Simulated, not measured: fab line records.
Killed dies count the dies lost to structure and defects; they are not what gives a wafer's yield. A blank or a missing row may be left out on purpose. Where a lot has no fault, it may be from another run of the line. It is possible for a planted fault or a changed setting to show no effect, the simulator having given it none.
Matching of chambers | flow n5 finfet | N5_FIN_SAQP_MANDREL_ETCH_58 on rie si-06: 4 sister chambers
The step etches a-Si in HBr/Cl2, stops on SiNx, target depth 45 nm, bt time 10 s, time 27 s. 4 wafers are shown with their chamber, then 7 later ones without.

## WAFERS WITH THEIR CHAMBER
wafer  | chamber | throttle valve pct (%)
L079.5 | 2       | 35.62
L080.2 | 1       | 35.09
L081.1 | 0       | 35.65
L081.3 | 3       | 35.71

## WAFERS WHOSE CHAMBER IS MISSING
wafer  | throttle valve pct (%)
L081.6 | 35.68
L082.2 | 35.68
L082.3 | 35.10
L082.5 | 35.66
L091.2 | 35.09
L091.3 | 34.98
L091.6 | 35.65

## EACH ONE'S CHAMBER
wafer  | from the rows above          | in truth
L081.6 | can't be placed: 0 or 3 or 2 | 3
L082.2 | can't be placed: 0 or 3 or 2 | 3
L082.3 | 1                            | 1
L082.5 | can't be placed: 0 or 2 or 3 | 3
L091.2 | 1                            | 1
L091.3 | 1                            | 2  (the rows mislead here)
L091.6 | can't be placed: 0 or 2 or 3 | 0
Placed correctly: 2 of 7. Can't be placed from these rows: 4 (the true chamber is among the candidates in 4). Number placed wrongly: 1.
How it was worked out, from the rows above alone: a wafer's distance from a chamber is the root of the sum, over the readings, of the square of ((its reading less the chamber's mean) divided by the reading's scatter). The wafer belongs to the nearest chamber; if the next one is less than 2 further off, it can't be placed. For every chamber, the mean is computed from those of its wafers that are shown. The scatter: root of mean squared gap, hidden wafer to nearest shown wafer, with one shown wafer a chamber.
